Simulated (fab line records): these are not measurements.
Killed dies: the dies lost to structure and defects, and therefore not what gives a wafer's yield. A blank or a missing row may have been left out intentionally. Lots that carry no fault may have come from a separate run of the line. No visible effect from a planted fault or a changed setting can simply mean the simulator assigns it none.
Split-lot experiment / flow n5 finfet / 39 wafers read from 7 lots, route of 1938 steps

## THE SPLIT ITSELF
At N5_FIN_CUT_CUT_ETCH_15 (etches Si in HBr/Cl2/O2, target depth 100 nm, bt time 10 s, time 42.4 s), the setting time s was moved away from the recipe's 42.4 s on 12 of the 39 wafers read, by -16.1% to +22.3%. All remaining wafers had this setting at the recipe value.

The reading is taken at the split's own step.

## THE READING
SOC_of_FIN_CUT_COAT_18.thk nm (the simulator's own value, which no gauge read), in nm, at N5_FIN_CUT_CUT_ETCH_15 (etches Si in HBr/Cl2/O2, target depth 100 nm, bt time 10 s, time 42.4 s). The file does not state a usual value for it. The 27 wafers here that ran the recipe average 170.4 nm, standard deviation 1.2 nm.

wafer=L075.1; tool, chamber at the split=rie si-05, 2; time s as run, s=42.4; against the recipe=recipe; SOC_of_FIN_CUT_COAT_18.thk nm, nm=169; against lot-mates on the recipe=-
wafer=L075.4; tool, chamber at the split=rie si-05, 3; time s as run, s=42.4; against the recipe=recipe; SOC_of_FIN_CUT_COAT_18.thk nm, nm=172.2; against lot-mates on the recipe=-
wafer=L075.5; tool, chamber at the split=rie si-05, 2; time s as run, s=42.4; against the recipe=recipe; SOC_of_FIN_CUT_COAT_18.thk nm, nm=169.8; against lot-mates on the recipe=-
wafer=L076.1; tool, chamber at the split=rie si-05, 0; time s as run, s=42.4; against the recipe=recipe; SOC_of_FIN_CUT_COAT_18.thk nm, nm=170.8; against lot-mates on the recipe=-
wafer=L076.2; tool, chamber at the split=rie si-05, 3; time s as run, s=51.86; against the recipe=+22.3%; SOC_of_FIN_CUT_COAT_18.thk nm, nm=162.6; against lot-mates on the recipe=-7.3
wafer=L076.3; tool, chamber at the split=rie si-05, 2; time s as run, s=42.4; against the recipe=recipe; SOC_of_FIN_CUT_COAT_18.thk nm, nm=168.4; against lot-mates on the recipe=-
wafer=L076.4; tool, chamber at the split=rie si-05, 1; time s as run, s=51.86; against the recipe=+22.3%; SOC_of_FIN_CUT_COAT_18.thk nm, nm=160.4; against lot-mates on the recipe=-9.5
wafer=L076.5; tool, chamber at the split=rie si-05, 3; time s as run, s=42.4; against the recipe=recipe; SOC_of_FIN_CUT_COAT_18.thk nm, nm=170.6; against lot-mates on the recipe=-
wafer=L076.6; tool, chamber at the split=rie si-05, 0; time s as run, s=51.86; against the recipe=+22.3%; SOC_of_FIN_CUT_COAT_18.thk nm, nm=162.4; against lot-mates on the recipe=-7.5
wafer=L077.1; tool, chamber at the split=rie si-06, 0; time s as run, s=42.4; against the recipe=recipe; SOC_of_FIN_CUT_COAT_18.thk nm, nm=168.8; against lot-mates on the recipe=-
wafer=L077.2; tool, chamber at the split=rie si-06, 3; time s as run, s=42.4; against the recipe=recipe; SOC_of_FIN_CUT_COAT_18.thk nm, nm=169.8; against lot-mates on the recipe=-
wafer=L077.3; tool, chamber at the split=rie si-06, 1; time s as run, s=35.56; against the recipe=-16.1%; SOC_of_FIN_CUT_COAT_18.thk nm, nm=178.2; against lot-mates on the recipe=+8.0
wafer=L077.4; tool, chamber at the split=rie si-06, 2; time s as run, s=42.4; against the recipe=recipe; SOC_of_FIN_CUT_COAT_18.thk nm, nm=172; against lot-mates on the recipe=-
wafer=L077.5; tool, chamber at the split=rie si-06, 0; time s as run, s=35.56; against the recipe=-16.1%; SOC_of_FIN_CUT_COAT_18.thk nm, nm=174; against lot-mates on the recipe=+3.8
wafer=L077.6; tool, chamber at the split=rie si-06, 3; time s as run, s=35.56; against the recipe=-16.1%; SOC_of_FIN_CUT_COAT_18.thk nm, nm=177.4; against lot-mates on the recipe=+7.2
wafer=L079.1; tool, chamber at the split=rie si-05, 0; time s as run, s=50.83; against the recipe=+19.9%; SOC_of_FIN_CUT_COAT_18.thk nm, nm=162.8; against lot-mates on the recipe=-8.3
wafer=L079.2; tool, chamber at the split=rie si-05, 3; time s as run, s=42.4; against the recipe=recipe; SOC_of_FIN_CUT_COAT_18.thk nm, nm=170.8; against lot-mates on the recipe=-
wafer=L079.3; tool, chamber at the split=rie si-05, 2; time s as run, s=50.83; against the recipe=+19.9%; SOC_of_FIN_CUT_COAT_18.thk nm, nm=161; against lot-mates on the recipe=-10.1
wafer=L079.4; tool, chamber at the split=rie si-05, 1; time s as run, s=50.83; against the recipe=+19.9%; SOC_of_FIN_CUT_COAT_18.thk nm, nm=162.8; against lot-mates on the recipe=-8.3
wafer=L079.5; tool, chamber at the split=rie si-05, 0; time s as run, s=42.4; against the recipe=recipe; SOC_of_FIN_CUT_COAT_18.thk nm, nm=171.6; against lot-mates on the recipe=-
wafer=L079.6; tool, chamber at the split=rie si-05, 3; time s as run, s=42.4; against the recipe=recipe; SOC_of_FIN_CUT_COAT_18.thk nm, nm=171; against lot-mates on the recipe=-
wafer=L085.1; tool, chamber at the split=rie si-02, 3; time s as run, s=42.4; against the recipe=recipe; SOC_of_FIN_CUT_COAT_18.thk nm, nm=170.6; against lot-mates on the recipe=-
wafer=L085.2; tool, chamber at the split=rie si-02, 2; time s as run, s=42.4; against the recipe=recipe; SOC_of_FIN_CUT_COAT_18.thk nm, nm=169; against lot-mates on the recipe=-
wafer=L085.3; tool, chamber at the split=rie si-02, 0; time s as run, s=42.4; against the recipe=recipe; SOC_of_FIN_CUT_COAT_18.thk nm, nm=171.4; against lot-mates on the recipe=-
wafer=L085.4; tool, chamber at the split=rie si-02, 3; time s as run, s=42.4; against the recipe=recipe; SOC_of_FIN_CUT_COAT_18.thk nm, nm=170.2; against lot-mates on the recipe=-
wafer=L085.5; tool, chamber at the split=rie si-02, 0; time s as run, s=42.4; against the recipe=recipe; SOC_of_FIN_CUT_COAT_18.thk nm, nm=171.4; against lot-mates on the recipe=-
wafer=L085.6; tool, chamber at the split=rie si-02, 2; time s as run, s=42.4; against the recipe=recipe; SOC_of_FIN_CUT_COAT_18.thk nm, nm=169; against lot-mates on the recipe=-
wafer=L091.1; tool, chamber at the split=rie si-06, 1; time s as run, s=42.4; against the recipe=recipe; SOC_of_FIN_CUT_COAT_18.thk nm, nm=171.6; against lot-mates on the recipe=-
wafer=L091.2; tool, chamber at the split=rie si-06, 2; time s as run, s=42.4; against the recipe=recipe; SOC_of_FIN_CUT_COAT_18.thk nm, nm=172.2; against lot-mates on the recipe=-
wafer=L091.3; tool, chamber at the split=rie si-06, 0; time s as run, s=42.4; against the recipe=recipe; SOC_of_FIN_CUT_COAT_18.thk nm, nm=168; against lot-mates on the recipe=-
wafer=L091.4; tool, chamber at the split=rie si-06, 3; time s as run, s=42.4; against the recipe=recipe; SOC_of_FIN_CUT_COAT_18.thk nm, nm=171; against lot-mates on the recipe=-
wafer=L091.5; tool, chamber at the split=rie si-06, 1; time s as run, s=42.4; against the recipe=recipe; SOC_of_FIN_CUT_COAT_18.thk nm, nm=172.2; against lot-mates on the recipe=-
wafer=L091.6; tool, chamber at the split=rie si-06, 0; time s as run, s=42.4; against the recipe=recipe; SOC_of_FIN_CUT_COAT_18.thk nm, nm=169.6; against lot-mates on the recipe=-
wafer=L096.1; tool, chamber at the split=rie si-05, 1; time s as run, s=42.4; against the recipe=recipe; SOC_of_FIN_CUT_COAT_18.thk nm, nm=170; against lot-mates on the recipe=-
wafer=L096.2; tool, chamber at the split=rie si-05, 2; time s as run, s=37.18; against the recipe=-12.3%; SOC_of_FIN_CUT_COAT_18.thk nm, nm=174.2; against lot-mates on the recipe=+4.3
wafer=L096.3; tool, chamber at the split=rie si-05, 0; time s as run, s=37.18; against the recipe=-12.3%; SOC_of_FIN_CUT_COAT_18.thk nm, nm=175.4; against lot-mates on the recipe=+5.5
wafer=L096.4; tool, chamber at the split=rie si-05, 3; time s as run, s=37.18; against the recipe=-12.3%; SOC_of_FIN_CUT_COAT_18.thk nm, nm=174.6; against lot-mates on the recipe=+4.7
wafer=L096.5; tool, chamber at the split=rie si-05, 3; time s as run, s=42.4; against the recipe=recipe; SOC_of_FIN_CUT_COAT_18.thk nm, nm=170.2; against lot-mates on the recipe=-
wafer=L096.6; tool, chamber at the split=rie si-05, 2; time s as run, s=42.4; against the recipe=recipe; SOC_of_FIN_CUT_COAT_18.thk nm, nm=169.4; against lot-mates on the recipe=-

FIT RESULTS
A straight line over all 39 wafers: SOC_of_FIN_CUT_COAT_18.thk nm changes by -0.388 nm for each +1% of time s; r = -0.96; the points scatter about the line by 1.2 nm.
The same after taking each lot's own level away (the mean of its wafers on the recipe; 39 wafers): -0.399 nm for each +1%; r = -0.96; scatter 1.2 nm.
The reading moves by 8.9 nm for the largest change in time s, on that fit.
The lots' own levels span 169.87 to 171.13 nm, that is 1.1 times the standard deviation above.
The two slopes agree, so the slope changes little with the lot-to-lot level.
Check: -9.2 nm against its lot-mates is what the line predicts for one of the wafers moved furthest among these (+22.3%) when that wafer is left out of the fit. It came out at -7.33 nm against them.

## THE WHOLE CHAIN: every reading that the file lists as answering this split, in the file's order
step=N5_FIN_CUT_CUT_ETCH_15; what it does=etches Si in HBr/Cl2/O2, target depth 100 nm, bt time 10 s, time 42.4 s; reading=FIN_CUT.feature depth nm (the simulator's own value, which no gauge read); change (the file's fit)=+1.02 nm for each +1% of the setting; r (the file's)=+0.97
step=N5_FIN_CUT_CUT_ETCH_15; what it does=etches Si in HBr/Cl2/O2, target depth 100 nm, bt time 10 s, time 42.4 s; reading=etch.depth nm (the simulator's own value, which no gauge read); change (the file's fit)=+1.02 nm for each +1% of the setting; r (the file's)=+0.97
step=N5_FIN_CUT_CUT_ETCH_15; what it does=etches Si in HBr/Cl2/O2, target depth 100 nm, bt time 10 s, time 42.4 s; reading=SOC_of_FIN_CUT_COAT_18.thk nm (the simulator's own value, which no gauge read); change (the file's fit)=-0.399 nm for each +1% of the setting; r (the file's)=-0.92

## FILE'S OWN FIT
SOC_of_FIN_CUT_COAT_18.thk nm changes by -0.399 nm for each +1% of time s, r = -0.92.
